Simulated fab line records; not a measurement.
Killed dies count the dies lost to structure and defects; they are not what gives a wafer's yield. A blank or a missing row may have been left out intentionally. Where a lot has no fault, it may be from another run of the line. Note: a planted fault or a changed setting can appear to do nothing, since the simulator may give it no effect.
A single fault, viewed from 2 desks | flow n5_finfet | only its own numbers are on each desk; what lay behind them is given at the end

## THE METROLOGY DESK
Means of the sampled wafers that have a number, per lot and without regard to the tool the lot ran on: this is what the gauges read. If a lot's mean is further than 4 standard deviations from the usual mean, the lot is out of limits and carries the mark OUT (the distance appears in the brackets). Readings shown: 7 of its 11, picked as those furthest out on some lot.
Columns: A = DIBL_N at N5_BEOL_M4_RC_MEAS_101, usual 36.2 mV/V; B = DIBL_P at N5_BEOL_M4_RC_MEAS_101, usual 36.1 mV/V; C = IOFF_N at N5_BEOL_M4_RC_MEAS_101, usual 0.16 nA/um; D = ION_P at N5_BEOL_M4_RC_MEAS_101, usual 463 uA/um; E = SS_P at N5_BEOL_M4_RC_MEAS_101, usual 73.2 mV/dec; F = VT_N at N5_BEOL_M4_RC_MEAS_101, usual 250 mV; G = VT_P at N5_BEOL_M4_RC_MEAS_101, usual -250 mV
lot  | first seen here | A    | B    | C    | D   | E    | F   | G
L851 | day 6 03:12     | 36.1 | 37.2 | 0.14 | 449 | 72.9 | 252 | -255
L854 | day 6 17:14     | 36.9 | 36.2 | 0.17 | 470 | 73.5 | 247 | -249
L855 | day 7 05:47     | 36.8 | 33.7 | 0.14 | 461 | 72.4 | 249 | -250
L856 | day 7 06:01     | 36.0 | 34.7 | 0.16 | 461 | 72.7 | 249 | -249
L858 | day 8 00:41     | 34.4 | 34.7 | 0.14 | 450 | 72.9 | 254 | -255
L864 | day 9 16:59     | 38.2 | 40.1 | 0.23 | 470 | 74.2 | 244 | -249
L870 | day 11 02:55    | 35.6 | 34.7 | 0.15 | 454 | 73.2 | 250 | -252
L871 | day 11 03:13    | 38.8 | 35.7 | 0.17 | 460 | 73.0 | 249 | -249
L874 | day 12 05:59    | 36.6 | 37.5 | 0.16 | 468 | 73.1 | 249 | -248
This desk's finding: nothing out of limits on any of the 9 lots.

## DESK OF THE TOOL OWNER: rie_diel-03
The tool's own readings at N5_BEOL_M1_VIA_ETCH_34 (etches the open film in C4F6/O2, target depth 67.8 nm, time 64.4 s): means of the sampled wafers that have a number, for each lot that ran on this tool. If a lot's mean is further than 4 standard deviations from the usual mean, the lot is out of limits and carries the mark OUT (the distance appears in the brackets).
Columns: A = drypump_motor_current_A at N5_BEOL_M1_VIA_ETCH_34, usual 5.6 A; B = oes_product_au at N5_BEOL_M1_VIA_ETCH_34, usual 0.78 a.u.; C = rf_vpp_V at N5_BEOL_M1_VIA_ETCH_34, usual 668 V; D = showerhead_plenum_p_Torr at N5_BEOL_M1_VIA_ETCH_34, usual 2.84 Torr; E = throttle_valve_pct at N5_BEOL_M1_VIA_ETCH_34, usual 30.88 %
lot  | first seen here | A   | B    | C   | D    | E
L854 | day 6 18:40     | 5.4 | 0.80 | 677 | 2.86 | 30.92
L856 | day 7 07:30     | 5.5 | 0.83 | 671 | 2.84 | 30.93
L864 | day 9 21:17     | 5.4 | 0.94 | 673 | 2.88 | 30.86
This desk's finding: nothing out of limits on any of the 3 lots.

## TAKEN TOGETHER
The metrology desk saw nothing out of limits.
The desk of the tool owner found nothing out of limits.

## WHAT THE SIMULATOR PUT IN
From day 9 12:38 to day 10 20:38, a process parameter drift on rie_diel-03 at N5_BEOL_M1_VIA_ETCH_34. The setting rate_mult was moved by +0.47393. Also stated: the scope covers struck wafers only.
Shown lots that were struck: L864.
